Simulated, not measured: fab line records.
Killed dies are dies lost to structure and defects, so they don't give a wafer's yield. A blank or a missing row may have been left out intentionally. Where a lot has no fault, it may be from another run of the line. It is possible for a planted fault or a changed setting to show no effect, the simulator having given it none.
2 desks, one fault ; flow nand_harc ; every desk sees just its own numbers, and what lay behind them comes last

TOOL OWNER'S DESK, rie_diel-08
The tool's own readings at NHARC_A_WL_FILL_ETCHBACK_16 (etches the open film in C4F8/O2/Ar, target depth 120 nm, time 24 s): means of the sampled wafers that have a number, for each lot that ran on this tool. A lot is out of limits, marked OUT, if its mean lies more than 4 standard deviations from the usual mean; the brackets give that distance.
Columns: A = oes_product_au at NHARC_A_WL_FILL_ETCHBACK_16, usual 0.984 a.u.; B = rf_vpp_V at NHARC_A_WL_FILL_ETCHBACK_16, usual 724 V; C = run_length_s at NHARC_A_WL_FILL_ETCHBACK_16, usual 45.4 s
lot;first seen here;A;B;C
L201;day 20 16:22;1.001;723;45.7
L202;day 21 14:08;1.006;724;45.4
L207;day 24 06:18;0.996;725;45.4
L209;day 24 12:23;0.998;724;45.4
L211;day 25 08:05;0.993;723;45.3
L213;day 25 14:59;1.006;727;45.8
L217;day 26 22:57;1.009;725;38.0 (-20) OUT
L216;day 27 11:46;1.000;720;38.0 (-19) OUT
L218;day 27 20:13;0.994;722;37.4 (-21) OUT
This desk's finding: out of limits on L216, L217, L218; first on L217, day 26 22:57 (run_length_s at NHARC_A_WL_FILL_ETCHBACK_16). L201, L202, L207, L209, L211, L213 stayed within limits.

THE DEFECT DESK
Lot by lot, what the route's inspections counted, given as the mean of those sampled wafers with a number. A lot is out of limits, marked OUT, if its mean lies more than 4 standard deviations from the usual mean; the brackets give that distance.
Columns: A = raw_defect_count at NHARC_A_SGD_CUT_INSPECT_25, usual 361; B = raw_defect_count at NHARC_A_SIN_REMOVE_INSPECT_04, usual 364
lot;first seen here;A;B
L201;day 19 06:28;335;324
L202;day 19 20:00;430;452
L205;day 21 00:26;350;378
L207;day 22 23:03;362;340
L209;day 23 07:07;411;421
L211;day 23 20:43;323;311
L212;day 23 20:43;375;429
L213;day 24 08:25;378;360
L217;day 25 16:37;332;374
L216;day 26 01:05;405;446
L218;day 26 12:23;288;332
L222;day 27 19:08;342;339
L223;day 28 15:52;391;325
L224;day 28 16:01;315;358
This desk's finding: nothing out of limits on any of the 14 lots.

PUT TOGETHER
At day 26 22:57, on L216, L217, L218, the tool owner's desk was in a position to raise an alarm.
Nothing out of limits was seen by the defect desk.
The defect desk has L216, L217, L218 on record, within its limits.
All the named lots went through NHARC_A_WL_FILL_ETCHBACK_16 on rie_diel-08.

WHAT WAS PUT IN BY THE SIMULATOR
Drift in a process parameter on rie_diel-08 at NHARC_A_WL_FILL_ETCHBACK_16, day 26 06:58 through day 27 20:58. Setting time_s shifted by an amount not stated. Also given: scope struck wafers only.
Lots struck among those shown: L216, L217, L218.
Hours from the fault's start to each desk's first reading out of limits: the tool owner's desk, 16.
